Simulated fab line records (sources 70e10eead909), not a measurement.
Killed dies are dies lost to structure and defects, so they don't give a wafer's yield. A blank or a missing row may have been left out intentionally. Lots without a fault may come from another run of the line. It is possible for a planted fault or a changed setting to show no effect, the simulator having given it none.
fab line records	flow nand_harc	part 1 of 2: steps 1 to 4 of 6
record lots=24	wafers=72	last_day=33
route steps=1302 shown A_CHANNEL_FILL_D2@633 A_STAIRCASE@639
lots with no fault: from the same line, run without faults
start_h: hours from the record's first day to the start of the lot's first wafer shown	wait_h: how many hours have passed since the lot's step before this one	" the same as in the row above	L1.1+2: one row covering several wafers at once	- no value, or no start was given	* or withheld: withheld	< > ~ a bound
route shown NAME@n: a module of which the file shows steps, and the number in the route of the first	usual: average and standard deviation across the fault-free wafers	same: alike in all rows	chamber/n: place in a boat	sites: per-site readings	_std_site: the values' standard deviation	_edge_site: outer sites' mean less inner sites'	radius_mm: how far each site lies from the wafer's centre	mask NAME#n: copy n	behind: the most recent tool/chamber to have shaped the wafer	hold: what put the lot on hold/how long, in hours/how the hold closed	device: transistor that didn't switch, given as n, p or np	end of line: tests of these same wafers at the route's end	where a step has no rows: the recipe by itself	killed: at the first sort, the dies lost to defects and structure; wafer yield is something else	map: shows each die of a wafer: x if killed, . if not, _ if none is there
set.NAME: the setting as run; set.NAME@STEP: as run at that earlier step	model.NAME: the simulator's own value behind a step, which no gauge read
route steps across a sampled set of lots; one table per step, one row per wafer
services: from which hour (start_h, from the record's first day; less than 0 if before it) a tool's chamber was out of use, for how many hours, and why
## steps
# step NHARC_A_CHANNEL_FILL_D2_CMP_10
# recipe target_thk_nm=150
# usual edge_zone_pressure_frac=1.000/0.0048	motor_current_A=11.9/1.3	pad_life_wafers=173/120	slurry_flow_ml_min=150.0/0.45	time_to_endpoint_s=15.5/2.6
lot.wafer	tool	chamber	start_h	wait_h	edge_zone_pressure_frac	motor_current_A	pad_life_wafers	slurry_flow_ml_min	time_to_endpoint_s
L074.1	cmp-03	2	346.33	0.4	1.000	11.6	342	149.7	13.9
L074.2	"	1	"	"	1.000	10.7	345	149.6	16.4
L074.5	"	2	"	"	1.005	11.2	-	149.3	14.9
L075.4	cmp-02	3	349.92	0.4	0.999	14.3	36	150.2	18.4
L075.2	"	1	"	"	1.001	10.0	38	150.2	17.5
L075.5	"	0	"	"	1.005	11.3	-	150.9	18.0
L076.4	cmp-02	0	363.59	0.4	0.994	10.5	84	150.1	17.3
L076.3	"	3	"	"	1.000	14.1	87	150.3	19.4
L076.5	"	1	"	"	0.991	10.3	-	150.3	15.8
L077.3	cmp-03	2	377.60	0.4	0.991	11.6	38	149.3	17.5
L077.2	"	3	"	"	1.002	10.9	39	150.3	16.1
L077.5	"	1	"	"	0.997	10.1	-	150.5	18.2
L078.2	cmp-03	1	386.87	0.4	0.999	10.8	73	150.1	17.2
L078.1	"	3	"	"	1.007	10.7	75	149.7	15.5
L078.5	"	1	"	"	1.003	10.8	-	150.2	15.5
L079.3	cmp-01	2	391.15	0.4	0.998	11.7	18	149.1	15.1
L079.1	"	3	"	"	0.997	11.7	19	150.0	14.8
L079.4	"	1	"	"	0.994	12.3	21	149.9	18.5
L081.2	cmp-02	2	402.73	0.4	1.002	14.4	222	149.5	10.1
L081.1	"	0	"	"	1.003	10.5	224	149.9	18.1
L081.3	"	1	"	"	1.004	9.8	225	150.8	14.9
L080.3	cmp-01	1	402.78	0.4	1.001	12.0	68	149.9	14.5
L080.6	"	3	"	"	1.002	12.2	-	150.2	14.4
L080.5	"	0	"	"	0.999	11.0	-	149.6	17.4
L083.4	cmp-02	3	424.43	0.4	1.001	14.3	348	150.5	14.6
L083.2	"	1	"	"	0.997	10.1	350	150.6	13.1
L083.6	"	0	"	"	0.994	10.7	-	150.2	14.8
L082.4	cmp-03	3	424.43	0.4	0.999	10.8	252	149.5	14.4
L082.3	"	2	"	"	0.997	11.4	255	150.5	13.1
L082.5	"	3	"	"	0.998	11.0	-	150.2	17.2
L084.4	cmp-03	3	451.32	0.4	1.001	10.4	384	151.1	16.9
L084.2	"	2	"	"	0.993	11.9	387	150.2	17.0
L084.6	"	0	"	"	1.000	13.2	-	150.0	14.5
L085.4	cmp-01	0	451.36	0.4	0.999	10.8	243	150.1	19.7
L085.6	"	1	"	"	0.996	11.5	-	150.2	17.9
L085.5	"	2	"	"	0.999	12.7	-	149.7	16.6
L086.4	cmp-02	0	464.38	0.4	1.003	10.9	144	149.9	15.9
L086.3	"	1	"	"	1.001	9.8	145	150.2	16.1
L086.6	"	1	"	"	0.998	10.3	-	149.5	17.0
L087.2	cmp-02	3	484.74	0.4	0.992	13.4	211	150.5	17.7
L087.6	"	2	"	"	0.992	13.4	-	150.5	15.4
L087.5	"	3	"	"	0.992	14.1	-	149.7	14.8
L088.4	cmp-01	3	495.29	0.4	1.007	12.4	48	150.5	12.4
L088.1	"	1	"	"	0.996	12.1	50	150.1	16.1
L088.5	"	0	"	"	1.002	11.0	-	150.5	20.7
L089.1	cmp-02	0	495.34	0.4	1.007	10.5	254	149.8	18.7
L089.3	"	1	"	"	0.997	9.4	255	149.7	17.5
L089.6	"	2	"	"	0.998	13.8	-	149.4	12.4
L090.3	cmp-02	0	508.46	0.4	1.002	10.9	318	150.0	20.2
L090.4	"	2	"	"	1.005	13.8	320	150.7	16.8
L090.5	"	1	"	"	0.994	10.2	-	149.9	20.0
L092.3	cmp-03	0	515.78	0.4	1.000	13.4	222	150.2	10.8
L092.1	"	2	"	"	0.990	12.1	224	150.0	11.4
L092.6	"	0	"	"	1.007	13.6	-	150.6	9.0
L091.2	cmp-01	2	515.92	0.5	1.000	11.9	138	149.6	14.9
L091.3	"	0	"	"	0.996	10.9	140	150.1	20.0
L091.6	"	3	"	"	1.000	12.0	-	149.6	17.5
L093.4	cmp-03	2	537.79	0.4	0.994	11.4	307	150.0	16.0
L093.3	"	3	"	"	1.009	10.9	308	150.5	16.6
L093.5	"	2	"	"	0.992	12.0	-	149.4	13.7
L094.2	cmp-01	2	552.10	0.4	0.982	12.3	253	149.5	13.3
L094.1	"	3	"	"	1.002	12.0	254	150.1	13.6
L094.5	"	2	"	"	0.998	12.4	-	149.5	15.2
L095.3	cmp-03	0	560.23	0.4	0.997	13.3	14	151.0	9.7
L095.2	"	1	"	"	0.998	10.9	15	149.4	15.5
L095.5	"	3	"	"	0.996	11.0	-	149.2	16.0
L097.3	cmp-03	1	583.08	0.4	1.001	10.0	114	150.2	12.9
L097.4	"	2	"	"	0.998	11.7	115	150.0	14.7
L097.6	"	2	"	"	1.000	11.9	-	149.2	11.8
L096.3	cmp-01	2	583.10	0.4	1.010	12.3	7	150.9	13.1
L096.5	"	1	"	"	1.006	12.0	-	149.8	13.1
L096.6	"	2	"	"	1.003	12.8	-	149.8	14.0
# step NHARC_A_STAIRCASE_DEP_156
# recipe target_thk_a=500	temp_c=400	target_thk_nm=50	flow_sccm=200	rf_w=450	material=SiNx
# usual heater_power_w=693/85
lot.wafer	tool	chamber	start_h	wait_h	heater_power_w
L074.1	pecvd-02	0	347.14	0.2	635
L074.2	"	1	"	"	708
L074.5	"	0	"	"	642
L075.2	pecvd-03	0	350.60	0.1	754
L075.4	"	0	"	"	735
L075.5	"	2	"	"	537
L076.3	pecvd-04	2	364.27	0.1	708
L076.5	"	2	"	"	711
L076.4	"	1	"	"	744
L077.3	pecvd-04	1	378.28	0.1	700
L077.2	"	2	"	"	650
L077.5	"	2	"	"	665
L078.2	pecvd-03	1	387.57	0.1	802
L078.1	"	2	"	"	602
L078.5	"	1	"	"	830
L079.3	pecvd-04	1	391.83	0.1	781
L079.1	"	0	"	"	665
L079.4	"	1	"	"	773
L081.2	pecvd-02	2	403.41	0.1	699
L081.3	"	0	"	"	684
L081.1	"	1	"	"	636
L080.3	pecvd-03	2	403.47	0.1	622
L080.5	"	0	"	"	702
L080.6	"	1	"	"	883
L082.3	pecvd-02	2	425.14	0.1	703
L082.5	"	2	"	"	716
L082.4	"	0	"	"	703
L083.2	pecvd-04	0	425.17	0.1	575
L083.6	"	1	"	"	727
L083.4	"	2	"	"	612
L085.5	pecvd-02	0	452.06	0.2	649
L085.4	"	1	"	"	692
L085.6	"	2	"	"	706
L084.2	pecvd-03	1	452.13	0.1	867
L084.6	"	1	"	"	872
L084.4	"	2	"	"	643
L086.3	pecvd-03	2	465.07	0.1	614
L086.4	"	0	"	"	813
L086.6	"	1	"	"	831
L087.2	pecvd-04	0	485.45	0.1	565
L087.5	"	1	"	"	771
L087.6	"	2	"	"	642
L089.1	pecvd-02	2	495.97	0.1	714
L089.3	"	1	"	"	654
L089.6	"	2	"	"	718
L088.1	pecvd-02	0	496.20	0.2	678
L088.5	"	1	"	"	713
L088.4	"	0	"	"	691
L090.3	pecvd-02	2	509.15	0.1	707
L090.4	"	2	"	"	708
L090.5	"	1	"	"	667
L092.1	pecvd-03	2	516.49	0.1	629
L092.3	"	0	"	"	745
L092.6	"	2	"	"	475
L091.3	pecvd-02	2	516.61	0.1	670
L091.2	"	1	"	"	613
L091.6	"	1	"	"	635
L093.3	pecvd-03	1	538.47	0.1	791
L093.5	"	0	"	"	808
L093.4	"	1	"	"	784
L094.1	pecvd-02	2	552.75	0.1	654
L094.2	"	1	"	"	764
L094.5	"	0	"	"	557
L095.3	pecvd-04	1	560.87	0.1	820
L095.2	"	0	"	"	676
L095.5	"	0	"	"	689
L096.3	pecvd-04	2	583.78	0.1	730
L096.5	"	1	"	"	809
L096.6	"	2	"	"	749
L097.3	pecvd-03	0	583.86	0.2	689
L097.6	"	1	"	"	944
L097.4	"	2	"	"	559
# step NHARC_A_STAIRCASE_TRIM_14
# recipe time_s=211.2	o2_flow_sccm=500	ar_flow_sccm=0	bias_w=0	chemistry=O2
# usual drypump_motor_current_A=5.9/0.36	o2_flow_sccm=500.1/1.4	oes_product_au=0.998/0.011	rf_vpp_V=57.9/0.91	showerhead_plenum_p_Torr=3.56/0.15	throttle_valve_pct=17.037/0.0087
# same bias_w=0
lot.wafer	tool	chamber	start_h	wait_h	drypump_motor_current_A	o2_flow_sccm	oes_product_au	rf_hours_counter_h	rf_vpp_V	showerhead_plenum_p_Torr	throttle_valve_pct
L074.2	rie_diel-04	0	-	-	6.2	499.0	1.010	61	57.1	3.29	17.032
L074.1	"	2	"	"	5.6	502.5	0.999	47	57.5	3.32	17.038
L074.5	"	3	"	"	6.1	499.8	0.999	-	58.1	3.56	17.035
L075.4	rie_diel-08	3	-	-	5.8	497.9	0.990	33	59.9	3.79	17.030
L075.2	"	0	"	"	6.2	501.0	1.003	48	59.0	3.58	17.044
L075.5	"	2	"	"	5.6	496.9	0.996	-	56.6	3.56	17.037
L076.4	rie_diel-04	2	-	-	5.6	504.6	1.001	0	56.8	3.32	17.045
L076.3	"	3	"	"	6.1	499.0	0.987	0	59.3	3.56	17.027
L076.5	"	1	"	"	5.9	499.2	1.007	-	57.3	3.49	17.029
L077.3	rie_diel-04	1	-	-	6.0	500.9	1.015	4	58.1	3.49	17.030
L077.2	"	0	"	"	6.2	502.2	1.001	4	58.9	3.81	17.039
L077.5	"	2	"	"	5.6	501.3	1.001	-	55.5	3.32	17.035
L078.2	rie_diel-07	0	-	-	6.3	501.3	0.994	29	56.5	3.39	17.042
L078.1	"	1	"	"	5.9	498.5	0.994	31	58.0	3.49	17.050
L078.5	"	1	"	"	5.9	500.7	0.992	-	57.5	3.49	17.040
L079.1	rie_diel-08	3	-	-	5.8	501.0	1.008	7	58.0	3.78	17.038
L079.4	"	1	"	"	5.9	499.5	1.009	5	57.0	3.77	17.030
L079.3	"	2	"	"	5.6	500.0	1.005	7	57.7	3.55	17.030
L080.3	rie_diel-07	2	-	-	6.2	499.2	0.983	36	58.8	3.66	17.032
L080.6	"	2	"	"	6.2	501.1	0.979	-	59.1	3.66	17.035
L080.5	"	3	"	"	4.9	502.0	0.998	-	58.9	3.64	17.028
L081.3	rie_diel-08	0	-	-	6.2	500.8	1.009	10	57.9	3.57	17.041
L081.1	"	1	"	"	5.9	500.6	1.012	9	58.9	3.77	17.059
L081.2	"	3	"	"	5.8	500.8	1.005	12	58.0	3.78	17.035
L082.4	rie_diel-04	1	-	-	6.0	498.7	1.008	17	55.9	3.48	17.039
L082.3	"	2	"	"	5.6	499.6	0.993	19	56.7	3.31	17.028
L082.5	"	1	"	"	6.0	499.9	0.997	-	57.5	3.48	17.036
L083.4	rie_diel-04	1	-	-	5.9	499.3	1.015	18	58.2	3.48	17.035
L083.2	"	0	"	"	6.2	502.5	0.991	18	59.0	3.80	17.030
L083.6	"	1	"	"	5.9	501.1	1.011	-	56.8	3.48	17.035
L084.4	rie_diel-07	0	-	-	6.3	498.7	0.992	55	58.0	3.37	17.015
L084.2	"	3	"	"	5.0	500.9	0.996	52	57.9	3.63	17.040
L084.6	"	1	"	"	5.9	499.0	0.989	-	58.1	3.47	17.038
L085.4	rie_diel-08	0	-	-	6.2	500.6	1.017	28	58.0	3.56	17.033
L085.5	"	0	"	"	6.2	500.0	1.016	-	56.9	3.56	17.038
L085.6	"	1	"	"	5.9	500.4	0.997	-	57.3	3.76	17.049
L086.4	rie_diel-08	3	-	-	5.8	500.2	0.992	38	60.1	3.76	17.047
L086.3	"	0	"	"	6.3	499.0	1.006	31	58.6	3.56	17.030
L086.6	"	3	"	"	5.8	499.9	1.012	-	58.9	3.76	17.029
L087.2	rie_diel-07	3	-	-	4.9	499.5	0.992	1	58.3	3.62	17.047
L087.5	"	3	"	"	4.9	498.8	0.990	-	56.6	3.62	17.052
L087.6	"	0	"	"	6.3	499.2	0.993	-	57.4	3.37	17.030
L089.3	rie_diel-07	1	-	-	5.9	500.1	0.991	2	57.0	3.47	17.041
L089.1	"	3	"	"	4.9	502.2	0.996	2	58.8	3.62	17.026
L089.6	"	2	"	"	6.2	498.9	1.000	-	57.0	3.65	17.027
L088.1	rie_diel-04	0	-	-	6.2	502.6	0.999	42	58.3	3.78	17.041
L088.4	"	2	"	"	5.6	497.6	1.015	41	58.2	3.30	17.041
L088.5	"	3	"	"	6.1	498.9	0.993	-	58.3	3.54	17.035
L090.3	rie_diel-07	2	-	-	6.2	497.6	0.994	7	57.7	3.65	17.036
L090.4	"	3	"	"	4.9	502.1	0.984	7	57.8	3.62	17.040
L090.5	"	2	"	"	6.1	499.6	1.005	-	58.6	3.65	17.032
L092.3	rie_diel-08	3	-	-	5.8	501.7	1.010	52	57.3	3.76	17.032
L092.1	"	0	"	"	6.3	500.0	1.008	47	57.6	3.55	17.056
L092.6	"	2	"	"	5.6	498.2	1.014	-	57.5	3.53	17.047
L091.2	rie_diel-07	0	-	-	6.4	499.5	0.987	12	57.9	3.36	17.037
L091.3	"	3	"	"	5.0	500.2	0.992	9	57.4	3.62	17.054
L091.6	"	1	"	"	5.9	499.3	0.991	-	57.3	3.46	17.038
L093.4	rie_diel-07	2	-	-	6.1	499.0	0.987	16	57.7	3.64	17.033
L093.3	"	3	"	"	4.9	499.3	0.996	17	58.5	3.62	17.034
L093.5	"	1	"	"	5.9	500.2	0.984	-	57.7	3.46	17.038
L094.1	rie_diel-04	3	-	-	6.1	499.4	0.998	3	57.1	3.53	17.033
L094.2	"	0	"	"	6.2	500.9	0.992	3	59.0	3.78	17.042
L094.5	"	3	"	"	6.1	499.1	0.994	-	58.1	3.53	17.031
L095.2	rie_diel-08	3	-	-	5.8	501.1	1.009	2	58.3	3.75	17.031
L095.3	"	2	"	"	5.6	498.4	0.983	2	58.8	3.52	17.032
L095.5	"	3	"	"	5.8	501.0	1.006	-	57.8	3.75	17.025
L096.3	rie_diel-07	3	-	-	5.0	499.0	0.998	34	57.6	3.61	17.039
L096.6	"	0	"	"	6.3	499.2	0.992	-	56.7	3.35	17.060
L096.5	"	1	"	"	5.9	502.2	0.991	-	57.8	3.45	17.033
L097.3	rie_diel-07	1	-	-	5.9	499.1	0.990	34	55.9	3.45	17.043
L097.4	"	2	"	"	6.2	498.9	1.000	34	57.6	3.63	17.050
L097.6	"	1	"	"	5.9	499.1	0.994	-	57.3	3.45	17.026
# step NHARC_A_STAIRCASE_ETCH_21
# recipe target_depth_a=1000	time_s=40.5	ion_energy_ev=400	c4f8_flow_sccm=20	o2_flow_sccm=10	ar_flow_sccm=withheld	rf_w=600	bias_w=1000	chemistry=C4F8/O2
# usual bias_w=1000.1/2.9	oes_product_au=0.951/0.019	rf_vpp_V=897/5.2
lot.wafer	tool	chamber	start_h	wait_h	bias_w	oes_product_au	rf_hours_counter_h	rf_vpp_V
L074.1	rie_diel-07	1	-	-	1000.2	0.969	13	896
L074.2	"	2	"	"	1002.5	0.959	14	901
L074.5	"	0	"	"	1002.1	0.939	-	891
L075.4	rie_diel-07	1	-	-	996.0	0.907	14	895
L075.2	"	0	"	"	1005.3	0.914	14	890
L075.5	"	1	"	"	1002.9	0.911	-	897
L076.4	rie_diel-04	2	-	-	1006.1	0.936	1	887
L076.3	"	1	"	"	1000.9	0.957	1	897
L076.5	"	3	"	"	1001.0	0.934	-	899
L077.2	rie_diel-07	0	-	-	1006.9	0.964	24	891
L077.3	"	1	"	"	997.7	0.942	25	895
L077.5	"	0	"	"	1003.9	0.971	-	890
L078.1	rie_diel-07	0	-	-	997.5	0.926	33	890
L078.2	"	1	"	"	999.1	0.921	33	894
L078.5	"	2	"	"	996.4	0.941	-	901
L079.4	rie_diel-04	2	-	-	998.5	0.960	9	890
L079.3	"	3	"	"	1001.5	0.963	8	897
L079.1	"	0	"	"	1001.4	0.959	8	906
L080.3	rie_diel-07	2	-	-	998.2	0.927	36	900
L080.6	"	3	"	"	1001.6	0.934	-	900
L080.5	"	0	"	"	998.8	0.945	-	891
L081.1	rie_diel-04	3	-	-	998.1	0.970	12	898
L081.2	"	1	"	"	999.9	0.966	11	894
L081.3	"	2	"	"	995.8	0.970	12	887
L082.4	rie_diel-04	1	-	-	999.4	0.944	18	893
L082.3	"	3	"	"	996.8	0.947	20	896
L082.5	"	1	"	"	1005.8	0.946	-	895
L083.4	rie_diel-08	1	-	-	1001.6	0.980	18	903
L083.2	"	3	"	"	995.8	0.972	22	904
L083.6	"	0	"	"	1003.3	0.977	-	899
L084.4	rie_diel-04	2	-	-	1002.9	0.969	27	888
L084.2	"	0	"	"	998.5	0.963	26	906
L084.6	"	3	"	"	998.6	0.946	-	896
L085.4	rie_diel-07	1	-	-	1003.4	0.945	54	894
L085.5	"	1	"	"	996.4	0.944	-	894
L085.6	"	2	"	"	1003.3	0.963	-	900
L086.3	rie_diel-08	1	-	-	1004.0	0.959	30	903
L086.4	"	2	"	"	1001.0	0.946	30	895
L086.6	"	1	"	"	1004.0	0.948	-	903
L087.2	rie_diel-07	1	-	-	1004.3	0.944	1	894
L087.5	"	1	"	"	1001.2	0.943	-	894
L087.6	"	2	"	"	1006.0	0.945	-	901
L089.3	rie_diel-07	1	-	-	999.2	0.948	3	895
L089.1	"	2	"	"	1004.2	0.935	3	899
L089.6	"	1	"	"	999.0	0.948	-	894
L088.1	rie_diel-08	1	-	-	998.9	0.926	41	903
L088.4	"	3	"	"	998.5	0.927	46	903
L088.5	"	2	"	"	1001.1	0.926	-	895
L090.4	rie_diel-07	0	-	-	999.9	0.922	10	890
L090.3	"	2	"	"	1000.0	0.954	7	901
L090.5	"	0	"	"	997.3	0.927	-	890
L092.3	rie_diel-04	1	-	-	999.4	0.964	48	894
L092.1	"	3	"	"	999.4	0.941	48	896
L092.6	"	0	"	"	1001.7	0.937	-	904
L091.3	rie_diel-08	3	-	-	998.8	0.963	53	905
L091.2	"	0	"	"	1000.4	0.983	48	897
L091.6	"	2	"	"	999.5	0.987	-	896
L093.3	rie_diel-07	1	-	-	1002.4	0.927	19	895
L093.4	"	0	"	"	1001.4	0.939	20	889
L093.5	"	2	"	"	1002.8	0.934	-	899
L094.1	rie_diel-08	1	-	-	994.4	0.964	0	905
L094.2	"	2	"	"	1002.4	0.954	0	896
L094.5	"	0	"	"	999.8	0.978	-	895
L095.3	rie_diel-07	1	-	-	1001.9	0.970	24	893
L095.2	"	3	"	"	997.5	0.959	25	899
L095.5	"	0	"	"	1000.8	0.981	-	891
L096.3	rie_diel-07	3	-	-	1000.7	0.960	35	899
L096.6	"	1	"	"	991.9	0.930	-	894
L096.5	"	2	"	"	1003.0	0.945	-	901
L097.3	rie_diel-04	3	-	-	997.0	0.973	15	895
L097.4	"	0	"	"	1003.0	0.953	18	904
L097.6	"	3	"	"	1002.5	0.984	-	897
